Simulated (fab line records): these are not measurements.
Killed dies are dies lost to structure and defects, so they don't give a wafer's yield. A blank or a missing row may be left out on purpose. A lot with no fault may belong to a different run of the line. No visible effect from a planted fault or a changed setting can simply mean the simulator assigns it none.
fab line records	flow nand-harc
[record] lots = 24	wafers = 72	last-day = 34
route steps=1302 shown A_CONTACT@1050
lots that met no fault: from a run of the same line without faults
start-h: the number of hours between the record's first day and the start of the first shown wafer of the lot	wait-h: how many hours have passed since the lot's step before this one	" identical to the entry in the row above	L1.1+2: one row covering several wafers at once	- no value present, or no start provided	* or withheld: withheld	< > ~ a bound
route shown NAME@n: NAME is a module with steps in the file, n the number in the route of the first one	usual: the fault-free wafers' mean and standard deviation	same: alike in all rows	chamber/n: place in a boat	sites: the reading at each site	_std_site: standard deviation of those values	_edge_site: inner sites' mean taken away from outer sites' mean	radius-mm: how far each site lies from the wafer's centre	mask NAME#n: copy n	behind: the last tool/chamber to shape the wafer	hold: why the lot went on hold/how many hours it stayed there/how the hold came to an end	device: the n, p or np transistor that did not switch	end of line: the same wafers' tests at the end of the route	where a step has no rows: the recipe by itself	killed: at the first sort, the dies lost to defects and structure; wafer yield is something else	map: dies across one wafer; x = killed, . = not, _ = none there
set.NAME: the setting as run; set.NAME@STEP: as run at that earlier step	model.NAME: the simulator's own value behind a step, which no gauge read
steps of the route over a sample of lots; a table a step, a row a wafer
services: from which hour (start-h, from the record's first day; less than 0 if before it) a tool's chamber was out of use, for how many hours, and why
[[steps]]
[step NHARC_A_CONTACT_ETCH_127]
[recipe] source-w = withheld	pressure-mtorr = 20	bias-v = 3000	time-s = 197	target-depth-a = 19180	ar-flow-sccm = withheld	c4f8-flow-sccm = withheld	o2-flow-sccm = withheld	chemistry = C4F8/O2/Ar
[usual] chamber-pressure-mTorr = 19.999/0.021
lot.wafer	tool	chamber	start-h	wait-h	chamber-pressure-mTorr	rf-hours-counter-h
L075.1	har-cap-etch-02	0	512.50	0.2	20.009	86
L075.2	"	1	"	"	19.981	86
L075.5	"	1	"	"	20.024	-
L074.1	har-cap-etch-01	1	518.00	0.2	20.004	0
L074.3	"	1	"	"	20.004	-
L074.6	"	1	"	"	19.980	-
L076.1	har-cap-etch-03	0	519.18	0.1	19.997	43
L076.3	"	1	"	"	19.991	-
L076.5	"	0	"	"	19.991	-
L077.2	har-cap-etch-02	0	534.61	0.2	19.997	93
L077.3	"	1	"	"	19.993	-
L077.5	"	0	"	"	19.999	-
L078.2	har-cap-etch-03	1	535.57	0.1	19.997	49
L078.3	"	0	"	"	19.973	-
L078.5	"	0	"	"	19.999	-
L079.3	har-cap-etch-03	0	554.93	0.1	19.992	-
L079.5	"	0	"	"	20.002	-
L079.6	"	1	"	"	20.009	-
L080.1	har-cap-etch-02	0	575.69	0.1	20.030	98
L080.4	"	0	"	"	20.012	-
L080.6	"	0	"	"	19.989	-
L081.1	har-cap-etch-03	1	575.80	0.2	20.025	55
L081.2	"	0	"	"	19.972	55
L081.5	"	1	"	"	20.026	-
L082.2	har-cap-etch-01	0	588.53	0.1	19.986	13
L082.3	"	1	"	"	20.006	-
L082.5	"	0	"	"	19.994	-
L084.2	har-cap-etch-02	0	603.07	0.2	20.013	103
L084.6	"	0	"	"	19.982	-
L084.5	"	1	"	"	19.976	-
L083.1	har-cap-etch-03	1	605.42	0.2	19.988	60
L083.2	"	0	"	"	20.014	60
L083.4	"	0	"	"	20.014	-
L085.4	har-cap-etch-02	0	625.30	0.2	20.008	-
L085.3	"	1	"	"	19.998	-
L085.5	"	0	"	"	19.994	-
L086.3	har-cap-etch-03	1	629.05	0.3	20.025	-
L086.6	"	1	"	"	20.009	-
L086.5	"	0	"	"	19.981	-
L090.3	har-cap-etch-02	1	651.59	0.1	19.997	-
L090.6	"	0	"	"	20.043	-
L090.5	"	1	"	"	19.957	-
L087.1	har-cap-etch-03	0	652.04	0.1	20.014	68
L087.3	"	1	"	"	19.995	-
L087.6	"	1	"	"	19.978	-
L088.4	har-cap-etch-02	0	664.63	0.1	20.006	-
L088.5	"	1	"	"	19.994	-
L088.6	"	0	"	"	19.998	-
L089.2	har-cap-etch-01	0	667.03	0.1	19.977	28
L089.4	"	1	"	"	19.968	-
L089.5	"	0	"	"	19.980	-
L092.1	har-cap-etch-03	0	669.61	0.1	19.997	73
L092.3	"	0	"	"	20.005	-
L092.4	"	1	"	"	19.981	-
L091.2	har-cap-etch-02	0	676.59	0.1	20.000	118
L091.1	"	1	"	"	20.019	118
L091.5	"	0	"	"	20.012	-
L094.2	har-cap-etch-02	1	696.74	0.1	20.000	122
L094.4	"	1	"	"	20.002	-
L094.3	"	0	"	"	19.968	-
L093.2	har-cap-etch-01	0	697.32	0.1	19.968	33
L093.1	"	1	"	"	19.994	33
L093.6	"	0	"	"	20.037	-
L095.2	har-cap-etch-03	0	721.08	0.1	19.972	80
L095.1	"	1	"	"	20.003	80
L095.5	"	0	"	"	19.984	-
L096.1	har-cap-etch-03	0	740.97	0.1	20.012	81
L096.4	"	0	"	"	19.996	-
L096.6	"	0	"	"	19.977	-
L097.1	har-cap-etch-01	0	758.22	0.1	19.983	42
L097.3	"	0	"	"	20.019	-
L097.5	"	1	"	"	20.009	-
[step NHARC_A_CONTACT_OVL_MEAS_09]
[usual] overlay-x-nm = 0.2/0.84	overlay-y-nm = 0.2/0.86
lot.wafer	tool	chamber	start-h	wait-h	overlay-x-nm	overlay-y-nm
L075.1	overlay-01	-	522.63	-	-0.4	0.6
L075.2	"	-	"	"	-0.7	1.0
L075.5	"	-	"	"	0.2	0.9
L074.1	overlay-01	-	526.16	-	-0.1	-0.4
L074.3	"	-	"	"	-0.7	-0.2
L074.6	"	-	"	"	-0.3	-0.9
L076.1	overlay-02	-	526.74	-	1.6	0.1
L076.3	"	-	"	"	1.1	0.5
L076.5	"	-	"	"	1.2	0.1
L077.2	overlay-01	-	541.92	-	-1.1	1.1
L077.3	"	-	"	"	-0.7	1.6
L077.5	"	-	"	"	-0.9	1.1
L078.2	overlay-02	-	542.33	-	1.6	1.5
L078.3	"	-	"	"	0.9	1.1
L078.5	"	-	"	"	2.0	0.7
L079.3	overlay-02	-	563.83	-	-0.4	0.3
L079.5	"	-	"	"	-0.9	-0.3
L079.6	"	-	"	"	-1.2	-0.1
L080.1	overlay-02	-	581.24	-	0.4	-0.2
L080.4	"	-	"	"	-0.1	-0.2
L080.6	"	-	"	"	-0.2	-0.8
L081.1	overlay-01	-	582.77	-	0.4	0.2
L081.2	"	-	"	"	1.5	1.0
L081.5	"	-	"	"	0.6	-0.3
L082.2	overlay-01	-	594.45	-	-0.7	0.2
L082.3	"	-	"	"	-0.4	-0.1
L082.5	"	-	"	"	-0.8	-0.1
L084.2	overlay-01	-	610.22	-	-0.5	-0.2
L084.5	"	-	"	"	-0.4	-0.1
L084.6	"	-	"	"	-0.2	-0.7
L083.1	overlay-01	-	619.51	-	1.5	2.0
L083.2	"	-	"	"	1.0	2.2
L083.4	"	-	"	"	0.9	1.4
L085.3	overlay-01	-	631.18	-	-0.4	-0.5
L085.4	"	-	"	"	-0.1	-0.5
L085.5	"	-	"	"	-0.4	-0.4
L086.3	overlay-02	-	635.54	-	-0.2	0.0
L086.5	"	-	"	"	0.0	-0.4
L086.6	"	-	"	"	0.0	-0.4
L090.3	overlay-02	-	657.38	-	-1.2	-1.8
L090.5	"	-	"	"	-1.4	-1.1
L090.6	"	-	"	"	-1.7	-1.2
L087.1	overlay-02	-	658.96	-	-0.1	0.6
L087.3	"	-	"	"	-0.1	0.2
L087.6	"	-	"	"	-0.1	-0.5
L088.4	overlay-02	-	676.39	-	1.7	1.1
L088.5	"	-	"	"	1.6	0.9
L088.6	"	-	"	"	1.7	0.8
L089.2	overlay-02	-	679.65	-	0.4	-0.4
L089.4	"	-	"	"	0.4	-0.5
L089.5	"	-	"	"	0.3	-0.5
L092.1	overlay-02	-	680.42	-	0.7	0.3
L092.3	"	-	"	"	0.7	0.6
L092.4	"	-	"	"	0.5	0.3
L091.1	overlay-01	-	684.90	-	0.8	1.7
L091.2	"	-	"	"	1.0	2.2
L091.5	"	-	"	"	0.8	2.0
L094.2	overlay-01	-	703.12	-	1.1	0.1
L094.3	"	-	"	"	1.0	0.9
L094.4	"	-	"	"	1.7	0.2
L093.1	overlay-01	-	703.99	-	0.0	1.1
L093.2	"	-	"	"	-0.1	0.7
L093.6	"	-	"	"	-0.1	0.4
L095.1	overlay-01	-	726.64	-	1.1	0.4
L095.2	"	-	"	"	1.0	0.0
L095.5	"	-	"	"	0.3	-0.2
L096.1	overlay-01	-	747.67	-	0.2	-0.9
L096.4	"	-	"	"	-0.2	-0.5
L096.6	"	-	"	"	0.8	-1.0
L097.1	overlay-01	-	765.18	-	0.6	1.4
L097.3	"	-	"	"	0.7	1.2
L097.5	"	-	"	"	0.7	1.0
[step NHARC_A_CONTACT_ETCH_31]
[recipe] target-depth-a = 28000	over-etch-frac = 0.3	time-s = 728	ion-energy-ev = 150	o2-flow-sccm = 400	cos-flow-sccm = 20	ar-flow-sccm = 0	rf-w = 500	bias-w = 300	chemistry = O2/COS
[usual] chamber-pressure-mTorr = 20.001/0.017	drypump-motor-current-A = 5.7/0.43	oes-product-au = 1.004/0.013	rf-vpp-V = 315.0/2.1	showerhead-plenum-p-Torr = 3.18/0.13	throttle-valve-pct = 28.329/0.0097
lot.wafer	tool	chamber	start-h	wait-h	chamber-pressure-mTorr	drypump-motor-current-A	oes-product-au	rf-hours-counter-h	rf-vpp-V	showerhead-plenum-p-Torr	throttle-valve-pct
L075.2	rie-diel-11	1	-	-	19.990	5.4	0.974	24	317.6	3.33	28.323
L075.1	"	2	"	"	20.009	6.2	0.981	23	317.5	3.31	28.319
L075.5	"	3	"	"	20.004	6.1	1.020	-	313.2	3.10	28.314
L074.1	rie-diel-03	1	-	-	20.008	5.8	1.020	9	312.7	2.99	28.316
L074.3	"	2	"	"	19.995	6.3	1.008	11	314.1	3.16	28.323
L074.6	"	3	"	"	20.016	4.9	1.014	-	315.9	3.27	28.328
L076.3	rie-diel-03	3	-	-	19.988	4.9	1.014	12	315.8	3.27	28.349
L076.1	"	0	"	"	19.997	5.5	0.997	11	317.8	3.37	28.322
L076.5	"	2	"	"	20.016	6.3	1.001	-	315.5	3.16	28.357
L077.3	rie-diel-10	1	-	-	20.017	5.2	1.002	29	315.2	3.16	28.338
L077.2	"	3	"	"	20.005	5.9	0.993	46	317.4	3.35	28.335
L077.5	"	0	"	"	20.013	5.7	0.990	-	313.7	3.08	28.330
L078.2	rie-diel-11	3	-	-	19.986	6.0	1.038	33	316.4	3.10	28.344
L078.3	"	2	"	"	20.031	6.1	0.980	33	315.8	3.30	28.335
L078.5	"	3	"	"	20.012	6.1	1.031	-	314.4	3.10	28.330
L079.3	rie-diel-03	3	-	-	19.989	4.9	1.008	18	317.0	3.27	28.335
L079.6	"	1	"	"	19.990	5.8	1.017	-	313.0	2.99	28.333
L079.5	"	2	"	"	19.991	6.3	1.002	-	315.4	3.16	28.328
L080.4	rie-diel-03	3	-	-	19.983	4.9	1.011	19	316.2	3.27	28.319
L080.1	"	0	"	"	19.973	5.5	1.000	20	317.6	3.36	28.322
L080.6	"	2	"	"	19.997	6.3	1.002	-	314.1	3.16	28.334
L081.2	rie-diel-03	2	-	-	19.982	6.3	1.000	17	313.5	3.16	28.329
L081.1	"	0	"	"	19.986	5.5	1.000	20	318.0	3.36	28.318
L081.5	"	1	"	"	20.001	5.8	1.026	-	311.2	2.99	28.327
L082.3	rie-diel-10	2	-	-	19.987	5.7	1.000	63	312.5	3.05	28.340
L082.2	"	3	"	"	19.979	5.9	1.018	66	318.6	3.34	28.321
L082.5	"	0	"	"	19.988	5.7	0.993	-	313.7	3.07	28.333
L084.2	rie-diel-03	2	-	-	19.982	6.3	0.996	25	313.3	3.16	28.336
L084.5	"	3	"	"	20.012	5.0	1.011	-	316.6	3.26	28.333
L084.6	"	0	"	"	20.007	5.6	0.998	-	318.1	3.36	28.340
L083.2	rie-diel-03	1	-	-	19.978	5.8	1.023	24	312.5	2.98	28.333
L083.1	"	2	"	"	19.972	6.3	0.999	25	315.0	3.16	28.336
L083.4	"	0	"	"	19.991	5.5	1.001	26	318.2	3.36	28.328
L085.4	rie-diel-03	2	-	-	19.984	6.3	0.987	27	313.6	3.15	28.327
L085.3	"	3	"	"	20.003	5.0	1.012	30	316.1	3.26	28.316
L085.5	"	0	"	"	19.990	5.5	0.998	-	318.1	3.36	28.325
L086.3	rie-diel-11	1	-	-	20.038	5.5	0.997	5	317.8	3.31	28.318
L086.6	"	3	"	"	20.007	6.1	1.005	-	314.3	3.08	28.321
L086.5	"	0	"	"	19.993	5.6	0.988	-	316.8	3.22	28.314
L090.3	rie-diel-10	3	-	-	19.972	5.9	1.021	20	317.0	3.33	28.339
L090.5	"	1	"	"	19.986	5.1	0.998	-	313.7	3.14	28.334
L090.6	"	2	"	"	20.028	5.7	0.999	-	313.6	3.05	28.333
L087.1	rie-diel-03	0	-	-	19.978	5.5	1.005	3	317.9	3.36	28.331
L087.3	"	2	"	"	19.999	6.3	1.005	6	315.0	3.15	28.344
L087.6	"	0	"	"	20.018	5.5	1.005	-	317.0	3.36	28.345
L088.4	rie-diel-03	0	-	-	19.987	5.4	1.009	6	317.5	3.36	28.314
L088.5	"	2	"	"	20.004	6.3	1.007	-	314.6	3.15	28.327
L088.6	"	3	"	"	20.006	4.9	1.020	-	316.3	3.26	28.324
L089.4	rie-diel-03	2	-	-	20.004	6.3	1.006	10	316.6	3.15	28.334
L089.2	"	3	"	"	20.013	5.0	1.020	7	317.1	3.26	28.336
L089.5	"	3	"	"	19.993	5.0	1.026	-	316.6	3.26	28.318
L092.3	rie-diel-11	0	-	-	20.025	5.6	0.987	22	315.1	3.21	28.331
L092.1	"	2	"	"	20.033	6.1	0.995	17	317.0	3.28	28.337
L092.4	"	3	"	"	20.006	6.0	1.006	23	313.0	3.07	28.337
L091.2	rie-diel-10	3	-	-	20.031	5.9	1.020	30	319.1	3.32	28.336
L091.1	"	2	"	"	20.012	5.7	1.000	24	313.8	3.04	28.325
L091.5	"	0	"	"	20.022	5.7	1.007	-	312.5	3.05	28.326
L094.4	rie-diel-10	1	-	-	20.016	5.2	0.986	30	313.5	3.13	28.331
L094.2	"	2	"	"	20.004	5.7	0.992	29	313.1	3.04	28.322
L094.3	"	0	"	"	20.003	5.7	1.000	36	313.4	3.05	28.329
L093.2	rie-diel-03	1	-	-	19.993	5.8	0.998	12	313.2	2.98	28.323
L093.1	"	3	"	"	20.011	5.0	1.015	11	315.2	3.26	28.331
L093.6	"	1	"	"	20.016	5.8	1.000	-	313.0	2.98	28.329
L095.1	rie-diel-03	1	-	-	20.020	5.8	0.993	13	311.8	2.98	28.320
L095.2	"	3	"	"	19.996	5.0	1.008	12	315.4	3.26	28.323
L095.5	"	1	"	"	19.989	5.8	0.988	-	311.4	2.97	28.331
L096.4	rie-diel-03	3	-	-	20.039	5.0	1.023	15	316.5	3.25	28.332
L096.1	"	0	"	"	20.002	5.5	1.003	15	316.8	3.35	28.329
L096.6	"	3	"	"	20.014	5.0	1.018	-	316.6	3.26	28.330
L097.3	rie-diel-03	3	-	-	20.018	4.9	1.027	20	317.3	3.25	28.319
L097.1	"	0	"	"	19.974	5.5	1.012	19	317.5	3.35	28.323
L097.5	"	3	"	"	19.987	4.9	1.021	-	315.5	3.25	28.314
[step NHARC_A_CONTACT_ETCH_138]
[recipe] source-w = withheld	pressure-mtorr = 20	bias-v = 1200	time-s = 311	target-depth-a = 19140	ar-flow-sccm = withheld	c4f8-flow-sccm = withheld	o2-flow-sccm = withheld	chemistry = C4F8/O2/Ar
[usual] chamber-pressure-mTorr = 20.000/0.018
lot.wafer	tool	chamber	start-h	wait-h	chamber-pressure-mTorr	rf-hours-counter-h
L075.1	har-cap-etch-02	0	525.08	0.2	20.032	90
L075.2	"	1	"	"	20.019	90
L075.5	"	1	"	"	19.982	-
L074.1	har-cap-etch-02	0	529.17	0.3	19.993	92
L074.3	"	0	"	"	19.993	-
L074.6	"	1	"	"	19.994	-
L076.1	har-cap-etch-03	0	529.81	0.2	19.986	48
L076.3	"	0	"	"	20.001	-
L076.5	"	0	"	"	19.999	-
L078.2	har-cap-etch-03	0	544.55	0.2	19.993	51
L078.3	"	0	"	"	20.037	-
L078.5	"	1	"	"	19.987	-
L077.2	har-cap-etch-02	0	544.63	0.3	19.987	95
L077.3	"	0	"	"	20.003	-
L077.5	"	0	"	"	20.038	-
L079.3	har-cap-etch-03	1	566.17	0.2	19.984	-
L079.5	"	1	"	"	19.976	-
L079.6	"	0	"	"	20.013	-
L080.1	har-cap-etch-02	1	583.87	0.3	20.011	100
L080.4	"	1	"	"	20.016	-
L080.6	"	1	"	"	19.992	-
L081.2	har-cap-etch-03	0	585.80	0.4	20.011	57
L081.1	"	1	"	"	20.023	57
L081.5	"	1	"	"	20.006	-
L082.2	har-cap-etch-01	1	596.73	0.2	19.993	15
L082.3	"	0	"	"	20.007	-
L082.5	"	0	"	"	19.991	-
L084.2	har-cap-etch-03	0	612.86	0.3	20.022	63
L084.5	"	1	"	"	19.963	-
L084.6	"	0	"	"	20.012	-
L083.2	har-cap-etch-01	1	621.75	0.2	19.992	19
L083.1	"	0	"	"	19.992	19
L083.4	"	0	"	"	20.013	-
L085.4	har-cap-etch-01	0	633.50	0.2	20.036	-
L085.3	"	1	"	"	19.977	-
L085.5	"	0	"	"	19.995	-
L086.3	har-cap-etch-02	0	638.28	0.3	19.999	-
L086.5	"	1	"	"	19.995	-
L086.6	"	0	"	"	20.008	-
L090.3	har-cap-etch-03	1	659.77	0.2	20.027	-
L090.5	"	0	"	"	20.017	-
L090.6	"	1	"	"	19.963	-
L087.1	har-cap-etch-02	0	661.25	0.2	19.998	115
L087.3	"	0	"	"	20.014	-
L087.6	"	0	"	"	19.957	-
L088.4	har-cap-etch-01	1	678.71	0.2	19.990	-
L088.5	"	1	"	"	19.987	-
L088.6	"	0	"	"	20.034	-
L089.2	har-cap-etch-03	1	681.93	0.2	19.997	75
L089.4	"	0	"	"	19.990	-
L089.5	"	1	"	"	19.981	-
L092.1	har-cap-etch-02	0	685.62	0.2	20.013	120
L092.3	"	0	"	"	19.992	-
L092.4	"	1	"	"	19.967	-
L091.2	har-cap-etch-02	1	687.61	0.2	19.983	121
L091.1	"	0	"	"	20.020	121
L091.5	"	1	"	"	19.992	-
L094.2	har-cap-etch-03	1	705.62	0.2	19.966	79
L094.3	"	1	"	"	19.979	-
L094.4	"	0	"	"	19.999	-
L093.1	har-cap-etch-02	0	706.22	0.2	19.989	124
L093.2	"	1	"	"	20.002	124
L093.6	"	1	"	"	19.989	-
L095.1	har-cap-etch-02	0	729.09	0.2	19.993	126
L095.2	"	1	"	"	20.017	126
L095.5	"	0	"	"	19.981	-
L096.1	har-cap-etch-03	0	749.95	0.2	19.972	84
L096.4	"	0	"	"	19.990	-
L096.6	"	1	"	"	19.980	-
L097.1	har-cap-etch-01	1	767.42	0.2	19.996	46
L097.3	"	1	"	"	19.972	-
L097.5	"	0	"	"	20.014	-
[step NHARC_A_CONTACT_ETCH_92]
[recipe] target-depth-a = 400	over-etch-frac = 0.5	time-s = 85.7	ion-energy-ev = 120	ch3f-flow-sccm = 50	o2-flow-sccm = 30	ar-flow-sccm = 200	rf-w = 500	bias-w = 100	chemistry = CH3F/O2
[usual] chamber-pressure-mTorr = 25.004/0.025	drypump-motor-current-A = 5.6/0.42	oes-product-au = 0.95/0.032	rf-vpp-V = 245.0/1.6	showerhead-plenum-p-Torr = 2.50/0.1	throttle-valve-pct = 20.664/0.0093
lot.wafer	tool	chamber	start-h	wait-h	chamber-pressure-mTorr	drypump-motor-current-A	oes-product-au	rf-hours-counter-h	rf-vpp-V	showerhead-plenum-p-Torr	throttle-valve-pct
L075.2	rie-diel-03	3	525.91	0.5	24.998	4.9	0.94	11	246.7	2.58	20.662
L075.1	"	2	"	"	24.960	6.3	0.93	10	245.2	2.49	20.675
L075.5	"	0	"	"	25.019	5.4	0.92	-	247.6	2.66	20.680
L074.3	rie-diel-03	1	530.18	0.5	25.008	5.8	0.95	9	243.6	2.35	20.663
L074.1	"	0	"	"	24.995	5.4	0.94	11	245.6	2.66	20.660
L074.6	"	1	"	"	24.964	5.8	0.94	-	242.9	2.35	20.683
L076.1	rie-diel-10	1	530.65	0.5	25.025	5.2	0.92	24	245.7	2.49	20.667
L076.3	"	3	"	"	25.056	5.9	0.92	43	247.2	2.64	20.671
L076.5	"	0	"	"	25.016	5.6	0.92	-	244.3	2.43	20.655
L078.2	rie-diel-03	1	545.40	0.5	25.010	5.8	0.94	12	242.2	2.35	20.652
L078.3	"	3	"	"	24.993	5.0	0.93	15	246.7	2.58	20.663
L078.5	"	0	"	"	24.993	5.4	0.93	-	248.0	2.65	20.650
L077.3	rie-diel-03	3	545.64	0.5	25.021	4.9	0.93	15	246.5	2.58	20.676
L077.2	"	0	"	"	25.023	5.5	0.92	14	247.9	2.65	20.661
L077.5	"	3	"	"	25.009	4.9	0.93	-	245.0	2.58	20.670
L079.3	rie-diel-10	1	566.93	0.4	25.031	5.2	1.00	34	244.1	2.48	20.675
L079.5	"	3	"	"	25.010	5.9	1.00	-	246.6	2.64	20.665
L079.6	"	0	"	"	24.993	5.6	0.99	-	245.4	2.42	20.673
L080.4	rie-diel-10	0	584.83	0.4	24.998	5.7	0.92	51	243.9	2.42	20.654
L080.1	"	2	"	"	24.980	5.7	0.92	58	244.0	2.41	20.660
L080.6	"	0	"	"	24.984	5.7	0.90	-	243.2	2.42	20.669
L081.1	rie-diel-10	2	587.05	0.6	25.000	5.7	0.91	59	243.8	2.41	20.662
L081.2	"	3	"	"	25.008	5.9	0.93	59	247.1	2.64	20.671
L081.5	"	3	"	"	25.010	5.9	0.93	-	246.8	2.64	20.667
L082.2	rie-diel-03	0	597.52	0.5	25.000	5.5	0.93	22	246.6	2.65	20.673
L082.3	"	1	"	"	24.994	5.8	0.95	21	241.3	2.35	20.658
L082.5	"	1	"	"	25.029	5.8	0.95	-	241.7	2.35	20.665
L084.2	rie-diel-03	3	613.83	0.5	24.978	4.9	0.93	27	244.8	2.57	20.673
L084.6	"	2	"	"	25.011	6.3	0.93	-	243.9	2.49	20.671
L084.5	"	3	"	"	24.997	4.9	0.93	-	246.8	2.57	20.665
L083.2	rie-diel-03	0	622.59	0.5	24.990	5.4	0.95	26	245.4	2.65	20.658
L083.4	"	1	"	"	25.012	5.8	0.95	24	242.4	2.35	20.653
L083.1	"	3	"	"	24.977	4.9	0.96	28	246.0	2.57	20.663
L085.3	rie-diel-03	2	634.26	0.4	24.977	6.3	0.93	28	243.7	2.49	20.677
L085.4	"	0	"	"	25.027	5.5	0.93	28	246.6	2.65	20.659
L085.5	"	1	"	"	25.038	5.8	0.97	-	241.4	2.35	20.654
L086.3	rie-diel-10	0	639.15	0.4	25.009	5.6	0.94	12	244.2	2.41	20.655
L086.5	"	1	"	"	25.017	5.2	0.92	-	244.1	2.48	20.667
L086.6	"	2	"	"	25.028	5.7	0.92	-	243.4	2.40	20.660
L090.3	rie-diel-10	3	660.46	0.4	25.044	5.9	0.95	21	248.1	2.62	20.658
L090.6	"	3	"	"	24.968	5.9	0.94	-	247.3	2.62	20.669
L090.5	"	0	"	"	25.038	5.6	0.94	-	243.9	2.41	20.650
L087.1	rie-diel-10	0	662.04	0.5	25.001	5.7	0.94	20	244.6	2.41	20.664
L087.3	"	1	"	"	24.971	5.2	0.94	16	243.6	2.47	20.668
L087.6	"	1	"	"	25.037	5.2	0.92	-	244.5	2.47	20.674
L088.4	rie-diel-11	1	679.52	0.5	24.990	5.4	0.98	-	245.5	2.61	20.671
L088.6	"	3	"	"	25.036	6.0	1.01	-	243.9	2.42	20.674
L088.5	"	0	"	"	25.005	5.6	0.98	-	244.5	2.53	20.660
L089.2	rie-diel-03	1	682.71	0.5	25.002	5.8	0.94	9	241.5	2.34	20.654
L089.4	"	3	"	"	24.974	5.0	0.93	8	246.3	2.57	20.663
L089.5	"	1	"	"	24.995	5.8	0.93	-	242.9	2.34	20.650
L092.3	rie-diel-03	3	686.44	0.4	24.975	4.9	1.01	9	244.3	2.57	20.666
L092.1	"	1	"	"	24.984	5.8	1.00	10	242.6	2.34	20.664
L092.4	"	2	"	"	24.970	6.3	1.01	11	244.0	2.48	20.662
L091.2	rie-diel-03	2	688.46	0.5	24.975	6.3	1.00	11	245.7	2.48	20.665
L091.1	"	0	"	"	24.991	5.4	1.00	8	245.3	2.65	20.676
L091.5	"	2	"	"	25.031	6.3	1.01	-	244.7	2.48	20.685
L094.3	rie-diel-03	3	706.45	0.4	24.960	5.0	1.01	11	246.4	2.57	20.679
L094.2	"	0	"	"	25.017	5.5	1.00	10	246.5	2.64	20.661
L094.4	"	2	"	"	24.996	6.3	1.01	13	244.0	2.48	20.659
L093.2	rie-diel-10	2	707.10	0.5	25.008	5.7	0.92	30	244.0	2.39	20.664
L093.1	"	0	"	"	24.972	5.7	0.94	37	243.4	2.40	20.669
L093.6	"	2	"	"	25.040	5.7	0.92	-	243.9	2.39	20.686
L095.1	rie-diel-03	3	730.01	0.6	24.995	4.9	0.94	13	246.0	2.57	20.656
L095.2	"	1	"	"	25.024	5.8	0.92	15	243.3	2.34	20.659
L095.5	"	3	"	"	24.986	4.9	0.94	-	245.4	2.57	20.652
L096.4	rie-diel-11	2	750.73	0.4	25.016	6.1	0.99	42	247.3	2.58	20.666
L096.1	"	0	"	"	25.030	5.6	0.99	42	245.6	2.52	20.659
L096.6	"	2	"	"	25.025	6.1	0.98	-	246.2	2.58	20.676
L097.1	rie-diel-03	3	768.27	0.5	24.980	4.9	0.94	20	247.4	2.56	20.672
L097.3	"	0	"	"	25.006	5.5	0.93	19	246.5	2.64	20.674
L097.5	"	3	"	"	25.028	4.9	0.94	-	245.6	2.56	20.669
[step NHARC_A_CONTACT_CD_MEAS_15]
[usual] cd-nm = 189.9/0.85
lot.wafer	tool	chamber	start-h	wait-h	cd-nm
L075.1	cd-sem-02	-	526.18	-	190.1
L075.2	"	-	"	"	189.2
L075.5	"	-	"	"	190.9
L074.1	cd-sem-03	-	530.40	-	190.3
L074.3	"	-	"	"	190.0
L074.6	"	-	"	"	190.6
L076.1	cd-sem-02	-	530.89	-	188.6
L076.3	"	-	"	"	188.4
L076.5	"	-	"	"	189.2
L078.2	cd-sem-03	-	545.61	-	190.9
L078.3	"	-	"	"	188.5
L078.5	"	-	"	"	190.5
L077.2	cd-sem-03	-	545.86	-	190.1
L077.3	"	-	"	"	189.0
L077.5	"	-	"	"	188.9
L079.3	cd-sem-03	-	567.13	-	190.5
L079.5	"	-	"	"	190.2
L079.6	"	-	"	"	190.4
L080.1	cd-sem-02	-	585.04	-	189.8
L080.4	"	-	"	"	189.8
L080.6	"	-	"	"	189.9
L081.1	cd-sem-01	-	587.27	-	189.4
L081.2	"	-	"	"	189.7
L081.5	"	-	"	"	189.2
L082.2	cd-sem-01	-	597.76	-	190.0
L082.3	"	-	"	"	190.2
L082.5	"	-	"	"	190.7
L084.2	cd-sem-02	-	614.49	-	188.9
L084.5	"	-	"	"	189.1
L084.6	"	-	"	"	189.8
L083.1	cd-sem-02	-	622.80	-	189.5
L083.2	"	-	"	"	190.2
L083.4	"	-	"	"	191.4
L085.3	cd-sem-01	-	634.47	-	190.8
L085.4	"	-	"	"	191.3
L085.5	"	-	"	"	191.5
L086.3	cd-sem-02	-	639.33	-	189.9
L086.5	"	-	"	"	189.5
L086.6	"	-	"	"	189.1
L090.3	cd-sem-02	-	660.68	-	191.7
L090.5	"	-	"	"	191.0
L090.6	"	-	"	"	191.3
L087.1	cd-sem-01	-	662.25	-	191.2
L087.3	"	-	"	"	189.3
L087.6	"	-	"	"	189.1
L088.4	cd-sem-03	-	679.73	-	189.9
L088.5	"	-	"	"	189.4
L088.6	"	-	"	"	187.9
L089.2	cd-sem-01	-	682.93	-	189.5
L089.4	"	-	"	"	189.5
L089.5	"	-	"	"	190.3
L092.1	cd-sem-01	-	686.66	-	189.5
L092.3	"	-	"	"	189.4
L092.4	"	-	"	"	190.6
L091.1	cd-sem-02	-	688.66	-	189.7
L091.2	"	-	"	"	190.9
L091.5	"	-	"	"	190.4
L094.2	cd-sem-01	-	706.67	-	189.2
L094.3	"	-	"	"	187.8
L094.4	"	-	"	"	188.9
L093.1	cd-sem-02	-	707.30	-	191.3
L093.2	"	-	"	"	191.3
L093.6	"	-	"	"	191.2
L095.1	cd-sem-03	-	730.22	-	189.4
L095.2	"	-	"	"	189.6
L095.5	"	-	"	"	189.6
L096.1	cd-sem-01	-	750.95	-	189.5
L096.4	"	-	"	"	190.6
L096.6	"	-	"	"	190.4
L097.1	cd-sem-02	-	768.47	-	189.3
L097.3	"	-	"	"	190.6
L097.5	"	-	"	"	189.2
[[services]]
tool	chamber	start-h	hours	kind
rie-diel-03	0	491.83	-	clean
rie-diel-03	1	491.83	-	clean
rie-diel-03	2	491.83	-	clean
rie-diel-03	3	491.83	-	clean
har-cap-etch-01	-	497.00	17.0	pm
rie-diel-03	0	516.33	-	clean
rie-diel-03	1	516.33	-	clean
rie-diel-03	2	516.33	-	clean
rie-diel-03	3	516.33	-	clean
rie-diel-11	0	520.39	3.2	repair
rie-diel-03	2	530.60	5.0	repair
rie-diel-03	0	540.83	-	clean
har-cap-etch-02	-	587.83	0.1	repair
rie-diel-10	-	596.86	9.0	pm
rie-diel-11	-	609.89	9.0	pm
rie-diel-03	-	635.30	9.0	pm
rie-diel-11	-	640.23	0.9	repair
rie-diel-11	2	649.12	6.7	repair
rie-diel-03	3	662.92	3.0	repair
rie-diel-11	2	673.69	7.5	repair
rie-diel-11	3	714.27	8.0	repair
rie-diel-03	2	723.60	6.0	repair
rie-diel-10	3	734.25	3.3	repair
har-cap-etch-02	-	756.04	17.0	pm
[[key]]
fault none
